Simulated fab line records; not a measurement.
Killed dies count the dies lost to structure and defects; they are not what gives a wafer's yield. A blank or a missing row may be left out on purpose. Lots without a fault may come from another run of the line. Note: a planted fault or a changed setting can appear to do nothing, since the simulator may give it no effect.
fab line records | flow nand-harc
[record] lots = 22 wafers = 66 last-day = 32
route steps=1302 shown A_SGD_CUT@921 A_SLIT@936 A_CONTACT@998
lots that met no fault: taken from a fault-free run of the same line
start-h: hours from the record's first day to the start of the lot's first wafer shown | wait-h: hours elapsed since this lot's preceding step | " identical to the entry in the row above | L1.1+2: a row that stands for several wafers | - value missing, or start not given | * or withheld: withheld | < > ~ a bound
route shown NAME@n: a module of which the file shows steps, and the number in the route of the first | usual: mean/standard deviation taken from wafers without a fault | same: alike in all rows | chamber/n: place in a boat | sites: each site's reading | _std_site: standard deviation of those values | _edge_site: mean of outer sites minus mean of inner sites | radius-mm: how far each site lies from the wafer's centre | mask NAME#n: copy n | behind: the tool/chamber that last shaped the wafer | hold: why the lot went on hold/how many hours it stayed there/how the hold came to an end | device: names the non-switching transistor (n, p or np) | end of line: tests of these same wafers at the route's end | a step with no rows: only its recipe | killed: dies that structure and defects cost at the first sort, which is not the same as the wafer's yield | map: per-die view of a wafer (x killed, . not killed, _ where there is no die)
set.NAME: the run value of the setting; set.NAME@STEP: its run value at that earlier step | model.NAME: the simulator's own value behind a step, which no gauge read
the route's steps for a sample of lots (tables are steps, rows are wafers)
services: a tool's chamber out of use, with start hour (start-h, from the record's first day; less than 0 if before it), hours out, and reason
[[steps]]
[step NHARC_A_SGD_CUT_INSPECT_25]
[usual] raw-defect-count = 409/99
// columns lot.wafer tool chamber start-h wait-h raw-defect-count
L074.2 defect-inspect-01 - 418.97 - 489
L074.3 " - " " 487
L074.6 " - " " 629
L075.3 defect-inspect-02 - 427.91 - 340
L075.5 " - " " 335
L075.6 " - " " 461
L078.1 defect-inspect-01 - 450.83 - 587
L078.4 " - " " 484
L078.6 " - " " 430
L076.2 defect-inspect-02 - 450.86 - 386
L076.4 " - " " 299
L076.5 " - " " 325
L079.2 defect-inspect-02 - 476.23 - 359
L079.3 " - " " 484
L079.6 " - " " 481
L077.3 defect-inspect-02 - 476.36 - 440
L077.4 " - " " 534
L077.5 " - " " 638
L080.1 defect-inspect-02 - 479.47 - 244
L080.3 " - " " 276
L080.5 " - " " 416
L081.1 defect-inspect-02 - 506.67 - 578
L081.4 " - " " 541
L081.6 " - " " 397
L082.2 defect-inspect-01 - 513.68 - 319
L082.3 " - " " 324
L082.4 " - " " 305
L083.1 defect-inspect-01 - 513.77 - 334
L083.2 " - " " 397
L083.6 " - " " 343
L085.1 defect-inspect-01 - 524.32 - 270
L085.3 " - " " 239
L085.6 " - " " 248
L084.1 defect-inspect-02 - 524.35 - 347
L084.2 " - " " 343
L084.4 " - " " 430
L086.2 defect-inspect-02 - 546.89 - 604
L086.3 " - " " 608
L086.6 " - " " 461
L089.3 defect-inspect-01 - 555.58 - 359
L089.4 " - " " 513
L089.6 " - " " 461
L088.2 defect-inspect-02 - 555.64 - 459
L088.4 " - " " 316
L088.5 " - " " 564
L090.3 defect-inspect-01 - 564.39 - 344
L090.4 " - " " 287
L090.6 " - " " 358
L092.3 defect-inspect-01 - 597.03 - 312
L092.5 " - " " 313
L092.6 " - " " 377
L091.1 defect-inspect-02 - 597.04 - 445
L091.5 " - " " 434
L091.6 " - " " 462
L094.4 defect-inspect-01 - 628.78 - 354
L094.5 " - " " 349
L094.6 " - " " 339
L096.1 defect-inspect-01 - 638.42 - 284
L096.2 " - " " 301
L096.4 " - " " 276
L095.2 defect-inspect-02 - 638.42 - 476
L095.4 " - " " 559
L095.5 " - " " 324
L097.1 defect-inspect-02 - 646.81 - 362
L097.2 " - " " 407
L097.3 " - " " 402
[step NHARC_A_SLIT_DESCUM_14]
[recipe] time-s = 3 o2-flow-sccm = 200 ar-flow-sccm = 0 bias-power-w = 0 chemistry = O2
[usual] chamber-pressure-mTorr = 60.00/0.057 drypump-motor-current-A = 5.6/0.45 oes-product-au = 0.996/0.011 rf-vpp-V = 57.8/0.94 showerhead-plenum-p-Torr = 1.94/0.058 throttle-valve-pct = 11.310/0.0092
[same] bias-power-w = 0 time-s = 3
// columns lot.wafer tool chamber start-h wait-h chamber-pressure-mTorr drypump-motor-current-A oes-product-au rf-hours-counter-h rf-vpp-V showerhead-plenum-p-Torr throttle-valve-pct
L074.2 rie-diel-10 1 426.95 0.1 59.97 6.4 1.009 1.3 56.9 1.99 11.307
L074.3 " 2 " " 59.96 5.3 1.008 2.0 56.7 1.82 11.312
L074.6 " 0 " " 60.01 6.6 1.005 - 59.9 1.88 11.296
L075.3 rie-diel-03 2 432.89 0.1 59.90 5.2 0.989 6.4 58.4 1.94 11.315
L075.6 " 0 " " 59.96 5.3 0.992 - 58.8 1.99 11.293
L075.5 " 1 " " 60.00 5.2 1.001 - 58.2 2.03 11.331
L078.4 rie-diel-10 0 455.92 0.1 59.98 6.6 0.992 3.8 57.8 1.88 11.320
L078.1 " 1 " " 59.98 6.4 0.993 3.4 57.7 1.99 11.315
L078.6 " 0 " " 60.11 6.6 0.985 - 56.9 1.88 11.291
L076.2 rie-diel-05 1 456.90 0.1 60.16 5.8 0.994 3.3 58.3 1.98 11.310
L076.5 " 3 " " 59.97 5.8 0.988 - 56.6 1.95 11.307
L076.4 " 2 " " 60.04 5.8 1.010 - 57.4 1.99 11.299
L079.3 rie-diel-05 2 481.77 0.1 59.92 5.8 1.004 5.5 58.7 1.99 11.312
L079.2 " 3 " " 60.03 5.7 0.971 5.5 57.2 1.95 11.308
L079.6 " 2 " " 60.06 5.8 1.017 - 59.2 1.99 11.307
L077.3 rie-diel-03 0 481.95 0.1 60.05 5.3 1.002 0.8 58.3 1.99 11.301
L077.4 " 1 " " 60.04 5.2 0.987 0.8 57.9 2.03 11.306
L077.5 " 3 " " 59.99 5.5 1.001 - 57.8 1.89 11.312
L080.1 rie-diel-03 0 485.56 0.1 60.00 5.3 0.985 1.2 57.9 1.99 11.301
L080.3 " 2 " " 59.95 5.2 0.987 1.6 56.8 1.94 11.313
L080.5 " 0 " " 60.01 5.3 0.983 - 57.5 1.99 11.318
L081.1 rie-diel-10 2 511.66 0.1 59.96 5.3 1.008 6.9 56.5 1.82 11.303
L081.4 " 1 " " 60.03 6.4 1.003 6.1 60.0 1.99 11.321
L081.6 " 2 " " 59.96 5.3 1.029 - 55.6 1.82 11.314
L082.2 rie-diel-03 0 518.77 0.1 60.01 5.3 0.981 2.2 57.8 1.99 11.315
L082.3 " 1 " " 59.99 5.2 0.993 3.0 58.3 2.03 11.294
L082.4 " 1 " " 59.91 5.2 0.984 - 58.4 2.03 11.304
L083.2 rie-diel-03 2 522.42 0.1 59.94 5.2 0.985 3.4 57.1 1.94 11.310
L083.1 " 3 " " 59.85 5.5 1.007 2.9 59.0 1.88 11.311
L083.6 " 3 " " 60.00 5.5 0.994 - 59.1 1.89 11.309
L084.4 rie-diel-10 2 529.28 0.1 60.10 5.3 1.017 8.5 57.5 1.82 11.312
L084.1 " 0 " " 60.05 6.6 1.008 7.4 57.8 1.88 11.313
L084.2 " 1 " " 59.94 6.4 1.006 7.6 58.0 1.99 11.317
L085.3 rie-diel-03 3 529.51 0.1 60.01 5.5 0.983 4.0 57.4 1.88 11.319
L085.1 " 0 " " 60.02 5.3 0.978 4.1 57.4 1.99 11.307
L085.6 " 3 " " 60.06 5.5 1.001 - 57.5 1.88 11.320
L086.2 rie-diel-03 2 552.10 0.1 60.06 5.2 0.988 6.7 58.0 1.94 11.294
L086.3 " 1 " " 60.02 5.2 0.986 6.3 58.5 2.03 11.298
L086.6 " 1 " " 60.10 5.2 0.983 - 58.0 2.03 11.302
L089.4 rie-diel-03 3 560.64 0.1 59.90 5.5 1.008 8.5 57.5 1.88 11.329
L089.3 " 1 " " 59.95 5.2 0.992 8.2 59.3 2.03 11.293
L089.6 " 3 " " 60.01 5.5 0.994 - 57.9 1.88 11.303
L088.2 rie-diel-03 1 560.80 0.1 60.04 5.2 0.985 8.2 58.5 2.03 11.295
L088.4 " 3 " " 60.00 5.5 1.002 8.5 57.7 1.88 11.301
L088.5 " 2 " " 60.11 5.2 0.993 - 57.3 1.94 11.309
L090.3 rie-diel-03 1 572.38 0.1 59.91 5.2 0.979 9.8 57.5 2.03 11.307
L090.4 " 2 " " 59.98 5.2 0.985 9.7 55.4 1.94 11.295
L090.6 " 1 " " 60.10 5.1 0.992 - 56.5 2.03 11.302
L092.3 rie-diel-10 3 604.49 0.1 59.96 6.2 0.989 0.4 59.6 1.92 11.317
L092.6 " 0 " " 60.01 6.6 0.992 - 57.3 1.88 11.311
L092.5 " 1 " " 59.90 6.4 0.988 - 58.7 1.99 11.300
L091.1 rie-diel-05 2 604.84 0.1 59.98 5.8 1.014 1.4 57.5 1.99 11.311
L091.6 " 2 " " 60.06 5.8 1.025 - 57.3 1.99 11.321
L091.5 " 3 " " 59.93 5.7 1.002 - 58.1 1.95 11.317
L094.4 rie-diel-03 3 634.17 0.1 60.04 5.5 1.012 0.9 57.1 1.88 11.323
L094.6 " 3 " " 59.89 5.5 1.009 - 57.0 1.88 11.281
L094.5 " 0 " " 60.02 5.3 0.979 - 55.8 1.99 11.304
L096.1 rie-diel-03 2 643.62 0.1 60.03 5.2 0.988 1.8 58.6 1.94 11.297
L096.2 " 0 " " 60.00 5.3 0.987 2.1 57.6 1.99 11.309
L096.4 " 1 " " 60.08 5.2 1.007 1.8 59.0 2.03 11.321
L095.4 rie-diel-03 1 645.66 0.1 60.10 5.2 1.007 2.8 58.1 2.03 11.307
L095.2 " 2 " " 59.95 5.2 1.000 2.2 58.1 1.94 11.308
L095.5 " 0 " " 60.05 5.3 0.989 - 56.0 1.99 11.309
L097.2 rie-diel-10 2 651.80 0.1 59.99 5.3 0.991 3.5 58.1 1.82 11.315
L097.1 " 0 " " 59.99 6.5 1.005 5.0 56.5 1.88 11.316
L097.3 " 1 " " 60.05 6.4 1.003 4.2 59.1 1.98 11.289
[step NHARC_A_CONTACT_OVL_MEAS_43]
[usual] overlay-x-nm = -0.1/0.78 overlay-y-nm = -0.2/0.7
// columns lot.wafer tool chamber start-h wait-h overlay-x-nm overlay-y-nm
L074.2 overlay-01 - 467.82 - 0.5 0.5
L074.3 " - " " 0.3 0.2
L074.6 " - " " 0.5 0.4
L075.3 overlay-01 - 473.93 - 0.0 -0.7
L075.5 " - " " 0.4 -0.6
L075.6 " - " " 0.1 -0.1
L078.1 overlay-01 - 493.04 - -0.1 0.4
L078.4 " - " " 0.0 -0.2
L078.6 " - " " 0.2 0.1
L076.2 overlay-01 - 493.44 - -0.9 -0.9
L076.4 " - " " -1.6 -0.3
L076.5 " - " " -0.8 -0.1
L079.2 overlay-01 - 519.15 - 1.0 -0.7
L079.3 " - " " 0.7 -0.7
L079.6 " - " " 1.0 -0.8
L077.3 overlay-02 - 519.77 - -0.4 1.0
L077.4 " - " " 0.0 1.1
L077.5 " - " " -0.4 0.4
L080.1 overlay-02 - 527.29 - 1.0 -1.2
L080.3 " - " " 1.7 -1.2
L080.5 " - " " 1.1 -1.2
L081.1 overlay-02 - 550.14 - 0.1 0.5
L081.4 " - " " 0.3 0.8
L081.6 " - " " 0.5 0.1
L082.2 overlay-01 - 556.15 - -0.3 -1.2
L082.3 " - " " -0.2 0.0
L082.4 " - " " -0.5 -0.1
L083.1 overlay-02 - 564.79 - -1.2 -1.0
L083.2 " - " " -0.9 -0.4
L083.6 " - " " -1.6 -1.0
L084.1 overlay-01 - 569.19 - -0.7 1.0
L084.2 " - " " -0.8 0.0
L084.4 " - " " -0.5 0.9
L085.1 overlay-01 - 576.09 - -0.7 0.9
L085.3 " - " " -0.2 0.6
L085.6 " - " " -0.4 0.6
L086.2 overlay-01 - 588.96 - 0.2 0.5
L086.3 " - " " 0.4 0.5
L086.6 " - " " 0.7 0.3
L088.2 overlay-02 - 599.06 - 0.1 1.0
L088.4 " - " " 0.2 0.9
L088.5 " - " " -0.4 1.5
L089.3 overlay-02 - 600.60 - -0.3 -0.3
L089.4 " - " " -0.6 -0.5
L089.6 " - " " -1.0 -0.7
L090.3 overlay-01 - 611.18 - 0.2 0.8
L090.4 " - " " 0.2 0.0
L090.6 " - " " 0.6 0.6
L091.1 overlay-01 - 641.80 - -1.2 -0.9
L091.5 " - " " -1.2 -0.6
L091.6 " - " " -1.0 -0.3
L092.3 overlay-01 - 641.98 - -0.5 -1.0
L092.5 " - " " -0.6 -0.4
L092.6 " - " " -0.2 -1.5
L094.4 overlay-02 - 670.02 - 0.9 0.2
L094.5 " - " " 1.0 0.7
L094.6 " - " " 0.6 0.5
L096.1 overlay-01 - 682.89 - 0.0 -1.7
L096.2 " - " " 0.1 -1.2
L096.4 " - " " 0.5 -1.6
L095.2 overlay-01 - 684.25 - 1.2 -0.6
L095.4 " - " " 1.5 -0.7
L095.5 " - " " 0.8 -0.6
L097.1 overlay-02 - 694.84 - 0.1 -0.8
L097.2 " - " " -0.2 -0.1
L097.3 " - " " 0.3 -0.4
[step NHARC_A_CONTACT_ETCH_51]
[recipe] target-depth-a = 70000 over-etch-frac = 0.3 time-s = 1820 ion-energy-ev = 150 o2-flow-sccm = 400 cos-flow-sccm = 20 ar-flow-sccm = 0 rf-w = 500 bias-w = 300 chemistry = O2/COS
[usual] chamber-pressure-mTorr = 20.000/0.019 drypump-motor-current-A = 5.6/0.44 oes-product-au = 1.002/0.01 rf-vpp-V = 313.9/2.3 showerhead-plenum-p-Torr = 3.10/0.15 throttle-valve-pct = 28.330/0.0082
[same] time-s = 1820
// columns lot.wafer tool chamber start-h wait-h chamber-pressure-mTorr drypump-motor-current-A oes-product-au rf-hours-counter-h rf-vpp-V showerhead-plenum-p-Torr throttle-valve-pct
L074.3 rie-diel-01 3 - - 19.990 5.5 1.013 35 313.3 3.21 28.341
L074.2 " 0 " " 20.016 4.9 0.999 35 312.8 3.05 28.334
L074.6 " 2 " " 20.026 5.9 0.996 - 315.9 3.27 28.334
L075.3 rie-diel-07 2 - - 20.034 6.1 0.997 8 315.7 3.21 28.325
L075.6 " 1 " " 20.001 5.7 1.009 - 317.3 3.34 28.330
L075.5 " 2 " " 19.966 6.1 0.995 - 317.7 3.21 28.324
L078.1 rie-diel-07 0 - - 19.988 4.8 0.983 10 315.9 3.20 28.336
L078.4 " 2 " " 19.971 6.1 0.976 15 315.8 3.21 28.328
L078.6 " 3 " " 19.988 4.7 0.992 - 311.9 2.99 28.337
L076.2 rie-diel-02 0 - - 20.002 5.7 0.996 20 311.0 2.90 28.315
L076.4 " 2 " " 20.024 5.5 0.994 16 312.6 2.99 28.333
L076.5 " 0 " " 20.018 5.7 1.001 - 312.1 2.90 28.330
L079.2 rie-diel-02 2 - - 20.009 5.4 0.982 20 313.7 2.99 28.331
L079.3 " 0 " " 19.994 5.7 0.992 24 309.0 2.90 28.329
L079.6 " 3 " " 20.002 5.9 0.995 - 313.5 3.03 28.320
L077.3 rie-diel-07 3 - - 20.001 4.7 0.998 25 312.1 2.98 28.329
L077.4 " 2 " " 19.985 6.1 0.966 - 315.2 3.20 28.338
L077.5 " 1 " " 20.009 5.7 0.993 - 316.6 3.33 28.338
L080.3 rie-diel-07 2 - - 20.004 6.1 0.994 27 315.8 3.20 28.326
L080.1 " 1 " " 20.011 5.7 1.008 24 317.7 3.33 28.324
L080.5 " 3 " " 19.983 4.7 0.997 - 311.0 2.98 28.330
L081.4 rie-diel-01 0 - - 19.975 4.9 1.016 3 312.1 3.04 28.338
L081.1 " 2 " " 20.006 5.9 1.020 3 316.9 3.25 28.318
L081.6 " 0 " " 20.030 4.9 1.021 - 313.4 3.04 28.332
L082.4 rie-diel-02 3 - - 19.972 5.8 1.001 0 313.2 3.03 28.341
L082.2 " 0 " " 19.991 5.7 1.011 1 310.9 2.90 28.339
L082.3 " 1 " " 19.980 6.2 1.012 1 312.8 3.02 28.325
L083.2 rie-diel-01 0 - - 19.999 5.0 1.013 8 312.5 3.04 28.341
L083.1 " 1 " " 20.003 5.8 1.014 8 318.2 3.37 28.329
L083.6 " 0 " " 20.005 4.9 1.016 - 313.3 3.04 28.321
L084.4 rie-diel-01 0 - - 19.981 4.9 1.003 9 313.1 3.04 28.327
L084.2 " 1 " " 20.001 5.8 1.014 10 318.9 3.37 28.336
L084.1 " 2 " " 19.991 5.9 1.023 9 316.5 3.25 28.318
L085.1 rie-diel-02 3 - - 19.992 5.9 1.001 4 310.9 3.03 28.338
L085.3 " 1 " " 20.016 6.2 1.000 3 312.0 3.01 28.331
L085.6 " 3 " " 20.001 5.9 0.992 - 312.6 3.02 28.343
L086.3 rie-diel-01 1 - - 19.997 5.8 1.017 19 318.8 3.36 28.331
L086.2 " 3 " " 20.041 5.5 1.000 16 314.8 3.19 28.339
L086.6 " 2 " " 19.987 5.9 1.006 - 315.4 3.25 28.336
L088.2 rie-diel-02 1 - - 20.047 6.1 0.999 8 313.3 3.01 28.325
L088.4 " 2 " " 20.001 5.5 0.989 10 313.4 2.99 28.324
L088.5 " 3 " " 20.007 5.9 0.998 - 312.0 3.02 28.336
L089.4 rie-diel-01 0 - - 19.992 4.9 1.010 19 314.3 3.04 28.323
L089.3 " 1 " " 19.995 5.8 1.012 22 316.3 3.36 28.320
L089.6 " 0 " " 19.988 4.9 1.007 - 312.9 3.04 28.320
L090.3 rie-diel-02 0 - - 20.002 5.7 1.006 10 310.7 2.89 28.319
L090.4 " 2 " " 20.012 5.4 1.005 11 314.7 2.99 28.319
L090.6 " 3 " " 19.989 5.9 1.006 - 312.3 3.02 28.335
L091.1 rie-diel-02 3 - - 19.981 5.9 0.997 17 313.6 3.02 28.327
L091.5 " 1 " " 20.004 6.2 1.002 - 312.7 3.01 28.326
L091.6 " 2 " " 19.979 5.5 0.994 - 312.1 2.98 28.334
L092.3 rie-diel-07 2 - - 20.002 6.1 1.006 2 315.4 3.18 28.321
L092.6 " 3 " " 19.998 4.6 1.010 - 313.1 2.96 28.322
L092.5 " 0 " " 19.995 4.8 0.996 - 316.1 3.19 28.317
L094.4 rie-diel-02 3 - - 19.994 5.9 0.996 21 310.8 3.02 28.343
L094.5 " 3 " " 19.985 5.8 0.993 - 312.9 3.02 28.319
L094.6 " 0 " " 20.005 5.7 0.992 - 311.6 2.89 28.327
L096.2 rie-diel-02 2 - - 20.029 5.5 0.985 22 311.3 2.98 28.326
L096.4 " 0 " " 20.013 5.7 0.999 17 311.3 2.89 28.315
L096.1 " 1 " " 19.982 6.1 1.007 20 314.6 3.01 28.329
L095.2 rie-diel-01 3 - - 19.997 5.5 1.000 42 314.1 3.18 28.321
L095.4 " 0 " " 20.024 4.9 0.997 43 311.6 3.03 28.335
L095.5 " 3 " " 19.976 5.5 1.008 - 315.0 3.18 28.327
L097.3 rie-diel-01 1 - - 20.023 5.7 1.008 49 316.9 3.35 28.331
L097.2 " 2 " " 20.027 5.9 1.004 46 316.3 3.23 28.349
L097.1 " 0 " " 19.994 4.9 1.003 50 314.2 3.02 28.334
[step NHARC_A_CONTACT_ETCH_114]
[recipe] source-w = withheld pressure-mtorr = 20 bias-v = 3000 time-s = 190 target-depth-a = 18500 ar-flow-sccm = withheld c4f8-flow-sccm = withheld o2-flow-sccm = withheld chemistry = C4F8/O2/Ar
[usual] chamber-pressure-mTorr = 20.002/0.018 oes-air-line-au = 0.997/0.021
[same] time-s = 190
// columns lot.wafer tool chamber start-h wait-h chamber-pressure-mTorr oes-air-line-au rf-hours-counter-h
L074.2 har-cap-etch-03 0 470.32 0.1 19.977 0.963 43
L074.3 " 1 " " 19.984 0.999 -
L074.6 " 0 " " 19.982 0.980 -
L075.3 har-cap-etch-02 0 476.54 0.1 19.995 0.989 -
L075.6 " 0 " " 19.985 0.989 -
L075.5 " 1 " " 19.998 0.994 -
L078.1 har-cap-etch-03 1 495.78 0.2 19.990 1.008 49
L078.4 " 1 " " 20.028 1.009 -
L078.6 " 0 " " 19.996 1.029 -
L076.2 har-cap-etch-01 1 495.92 0.1 20.025 1.009 2
L076.4 " 1 " " 19.996 1.023 -
L076.5 " 1 " " 20.000 1.020 -
L079.2 har-cap-etch-03 0 521.85 0.2 19.993 1.011 53
L079.3 " 0 " " 19.988 1.012 -
L079.6 " 0 " " 20.021 0.994 -
L077.3 har-cap-etch-02 0 522.65 0.1 20.031 1.056 -
L077.4 " 1 " " 20.008 0.984 -
L077.5 " 0 " " 19.978 1.005 -
L080.1 har-cap-etch-01 1 530.15 0.1 19.972 1.010 7
L080.3 " 0 " " 20.007 0.993 -
L080.5 " 0 " " 20.006 0.959 -
L081.1 har-cap-etch-03 0 552.72 0.1 20.025 0.995 58
L081.4 " 1 " " 20.010 0.979 -
L081.6 " 0 " " 20.000 0.972 -
L082.2 har-cap-etch-02 1 558.63 0.1 19.986 0.999 98
L082.4 " 1 " " 20.019 1.003 -
L082.3 " 0 " " 20.024 1.006 -
L083.2 har-cap-etch-03 1 567.29 0.1 19.973 0.941 61
L083.1 " 0 " " 20.018 1.013 61
L083.6 " 0 " " 19.975 0.971 -
L084.1 har-cap-etch-01 1 571.65 0.1 19.994 0.989 14
L084.2 " 0 " " 20.002 0.979 14
L084.4 " 0 " " 20.022 0.987 -
L085.1 har-cap-etch-02 0 578.55 0.1 20.041 1.010 103
L085.3 " 0 " " 20.007 1.017 -
L085.6 " 1 " " 19.956 0.970 -
L086.2 har-cap-etch-01 1 591.64 0.2 19.992 0.999 20
L086.3 " 0 " " 20.024 0.970 -
L086.6 " 0 " " 20.014 0.984 -
L088.2 har-cap-etch-02 1 601.55 0.1 19.976 0.983 108
L088.4 " 0 " " 19.982 0.975 -
L088.5 " 0 " " 20.029 0.994 -
L089.4 har-cap-etch-01 1 603.13 0.1 20.028 1.022 -
L089.3 " 0 " " 20.013 0.959 -
L089.6 " 0 " " 19.981 1.019 -
L090.3 har-cap-etch-03 1 613.69 0.1 20.009 1.015 -
L090.4 " 0 " " 20.012 0.988 -
L090.6 " 0 " " 20.027 0.984 -
L092.3 har-cap-etch-03 1 644.49 0.1 19.985 0.996 -
L092.5 " 1 " " 20.027 1.016 -
L092.6 " 0 " " 20.013 0.988 -
L091.1 har-cap-etch-01 0 644.64 0.1 19.970 1.011 30
L091.5 " 1 " " 20.005 1.021 -
L091.6 " 0 " " 19.999 0.947 -
L094.4 har-cap-etch-03 1 672.57 0.1 20.008 0.977 -
L094.5 " 0 " " 20.010 1.015 -
L094.6 " 1 " " 19.997 0.993 -
L096.1 har-cap-etch-01 1 685.34 0.1 20.012 0.955 36
L096.2 " 0 " " 19.991 1.016 36
L096.4 " 1 " " 19.968 0.987 -
L095.2 har-cap-etch-02 0 686.83 0.1 20.023 1.034 121
L095.4 " 1 " " 19.987 0.999 -
L095.5 " 0 " " 19.991 1.020 -
L097.1 har-cap-etch-03 0 697.31 0.1 19.999 0.964 86
L097.2 " 1 " " 20.045 0.994 86
L097.3 " 0 " " 20.047 0.968 -
[step NHARC_A_CONTACT_ETCH_90]
[recipe] target-depth-a = 400 over-etch-frac = 0.5 time-s = 85.7 ion-energy-ev = 120 ch3f-flow-sccm = 50 o2-flow-sccm = 30 ar-flow-sccm = 200 rf-w = 500 bias-w = 100 chemistry = CH3F/O2
[usual] chamber-pressure-mTorr = 24.998/0.023 drypump-motor-current-A = 5.6/0.44 oes-product-au = 0.95/0.035 rf-vpp-V = 243.7/1.6 showerhead-plenum-p-Torr = 2.41/0.11 throttle-valve-pct = 20.664/0.0089
[same] time-s = 85.7
// columns lot.wafer tool chamber start-h wait-h chamber-pressure-mTorr drypump-motor-current-A oes-product-au rf-hours-counter-h rf-vpp-V showerhead-plenum-p-Torr throttle-valve-pct
L074.2 rie-diel-01 2 472.81 0.8 25.036 5.9 0.94 38 246.2 2.58 20.661
L074.3 " 1 " " 25.008 5.8 0.93 37 241.0 2.28 20.666
L074.6 " 3 " " 24.989 5.5 0.93 - 245.0 2.53 20.672
L075.3 rie-diel-01 3 479.03 0.7 25.013 5.5 0.94 39 245.2 2.53 20.663
L075.5 " 1 " " 25.024 5.8 0.92 - 242.1 2.28 20.665
L075.6 " 2 " " 24.986 5.9 0.92 - 245.4 2.58 20.672
L076.4 rie-diel-02 0 498.42 0.7 25.010 5.7 0.93 21 241.7 2.28 20.667
L076.2 " 1 " " 24.993 6.2 0.94 20 242.2 2.38 20.661
L076.5 " 3 " " 24.975 5.8 0.92 - 243.4 2.38 20.657
L078.4 rie-diel-02 1 498.98 0.8 24.959 6.2 1.02 20 244.9 2.38 20.682
L078.1 " 2 " " 25.010 5.4 1.00 17 243.1 2.36 20.676
L078.6 " 2 " " 24.966 5.4 0.99 - 243.6 2.36 20.666
L079.3 rie-diel-02 1 525.03 0.7 24.975 6.2 0.94 24 243.1 2.37 20.681
L079.2 " 2 " " 24.998 5.4 0.93 21 242.8 2.35 20.667
L079.6 " 0 " " 24.972 5.7 0.92 - 242.0 2.28 20.673
L077.4 rie-diel-02 1 525.13 0.7 24.993 6.2 1.00 24 243.1 2.37 20.655
L077.3 " 2 " " 24.969 5.4 0.97 21 244.6 2.35 20.661
L077.5 " 0 " " 25.017 5.7 1.00 - 240.1 2.28 20.662
L080.3 rie-diel-02 2 532.64 0.7 24.948 5.4 0.97 21 243.4 2.35 20.647
L080.1 " 0 " " 25.062 5.7 0.98 25 241.8 2.28 20.657
L080.5 " 2 " " 24.972 5.5 0.98 - 242.4 2.35 20.662
L081.1 rie-diel-07 2 555.25 0.9 24.997 6.2 0.91 41 245.4 2.52 20.669
L081.4 " 3 " " 24.983 4.7 0.93 42 243.0 2.34 20.673
L081.6 " 0 " " 24.995 4.8 0.91 - 244.8 2.52 20.660
L082.4 rie-diel-02 0 561.15 0.7 24.980 5.7 0.95 1 242.7 2.28 20.674
L082.3 " 2 " " 25.016 5.4 0.94 1 242.6 2.35 20.672
L082.2 " 3 " " 24.956 5.8 0.94 1 243.5 2.38 20.662
L083.2 rie-diel-07 0 569.82 0.9 25.017 4.8 0.91 24 245.1 2.52 20.672
L083.1 " 1 " " 25.019 5.7 0.92 41 245.7 2.62 20.658
L083.6 " 3 " " 25.006 4.7 0.93 - 241.5 2.34 20.653
L084.2 rie-diel-02 3 574.15 0.8 25.026 5.9 1.00 3 242.5 2.38 20.641
L084.4 " 1 " " 24.997 6.2 1.00 3 244.7 2.37 20.655
L084.1 " 2 " " 25.000 5.4 0.99 3 243.2 2.35 20.665
L085.1 rie-diel-02 0 581.07 0.9 25.007 5.7 0.93 5 242.5 2.28 20.668
L085.3 " 1 " " 25.004 6.2 0.93 4 244.5 2.37 20.692
L085.6 " 0 " " 25.019 5.7 0.93 - 241.9 2.28 20.656
L086.2 rie-diel-07 3 594.81 0.9 25.024 4.7 0.92 55 244.1 2.34 20.665
L086.3 " 0 " " 25.013 4.8 0.91 30 244.4 2.52 20.651
L086.6 " 0 " " 25.021 4.8 0.92 - 243.9 2.52 20.662
L088.2 rie-diel-01 3 604.04 0.8 24.993 5.5 1.01 18 245.4 2.51 20.660
L088.4 " 1 " " 24.996 5.8 1.02 23 246.2 2.65 20.666
L088.5 " 3 " " 25.005 5.5 1.01 - 246.2 2.51 20.676
L089.4 rie-diel-02 0 605.58 0.7 24.999 5.7 0.97 9 241.2 2.28 20.666
L089.3 " 1 " " 24.981 6.2 0.98 9 241.8 2.37 20.673
L089.6 " 0 " " 24.994 5.7 0.96 - 243.2 2.28 20.671
L090.4 rie-diel-02 1 616.28 0.8 24.971 6.2 0.94 11 243.1 2.37 20.659
L090.3 " 3 " " 25.000 5.9 0.92 14 242.9 2.38 20.665
L090.6 " 1 " " 24.973 6.2 0.92 - 244.1 2.37 20.658
L092.3 rie-diel-02 1 646.96 0.7 25.019 6.2 1.01 15 241.7 2.37 20.652
L092.5 " 3 " " 24.987 5.8 1.00 - 244.3 2.37 20.645
L092.6 " 2 " " 25.002 5.4 1.00 - 241.7 2.35 20.667
L091.1 rie-diel-01 3 647.16 0.8 25.026 5.5 0.91 33 245.9 2.51 20.668
L091.5 " 1 " " 24.999 5.8 0.94 - 247.6 2.65 20.666
L091.6 " 2 " " 25.016 5.9 0.93 - 246.4 2.55 20.665
L094.4 rie-diel-02 2 675.02 0.7 25.002 5.4 0.92 21 244.2 2.34 20.662
L094.5 " 0 " " 24.992 5.7 0.93 - 241.3 2.27 20.660
L094.6 " 1 " " 24.999 6.2 0.93 - 241.5 2.37 20.656
L096.4 rie-diel-02 1 687.87 0.7 25.018 6.2 0.92 21 243.2 2.37 20.658
L096.2 " 2 " " 24.969 5.4 0.93 23 242.3 2.34 20.669
L096.1 " 3 " " 25.020 5.9 0.93 24 245.3 2.37 20.661
L095.4 rie-diel-07 1 689.36 0.7 25.008 5.7 1.00 18 246.3 2.60 20.658
L095.2 " 2 " " 25.052 6.1 1.00 16 245.4 2.50 20.664
L095.5 " 0 " " 24.968 4.8 0.99 - 244.8 2.50 20.665
L097.1 rie-diel-02 1 699.84 0.9 24.985 6.2 1.00 24 243.3 2.36 20.665
L097.2 " 2 " " 24.964 5.4 0.99 26 240.6 2.34 20.673
L097.3 " 3 " " 24.988 5.9 0.99 27 243.3 2.37 20.667
[[services]]
// columns tool chamber start-h hours kind
rie-diel-02 - 410.67 0.7 repair
rie-diel-03 - 434.30 9.0 pm
rie-diel-07 2 441.62 3.3 repair
rie-diel-01 0 445.29 6.0 repair
rie-diel-07 - 447.46 9.0 pm
rie-diel-02 2 449.30 12.6 repair
har-cap-etch-01 - 473.00 17.0 pm
rie-diel-07 0 505.31 35.7 repair
rie-diel-03 3 512.88 5.9 repair
rie-diel-03 1 522.15 7.5 repair
rie-diel-01 - 534.69 9.0 pm
rie-diel-02 - 546.98 9.0 pm
rie-diel-03 0 549.00 8.6 repair
rie-diel-03 - 562.34 0.5 repair
rie-diel-07 2 584.69 5.3 repair
rie-diel-03 - 587.09 13.5 repair
rie-diel-07 0 597.19 8.2 repair
rie-diel-07 - 604.30 0.7 repair
rie-diel-03 - 611.30 9.0 pm
rie-diel-07 - 625.76 9.0 pm
har-cap-etch-03 - 638.46 0.5 repair
rie-diel-02 0 642.01 23.0 repair
rie-diel-03 - 661.96 2.6 repair
rie-diel-03 2 683.83 13.8 repair
[[key]]
fault none
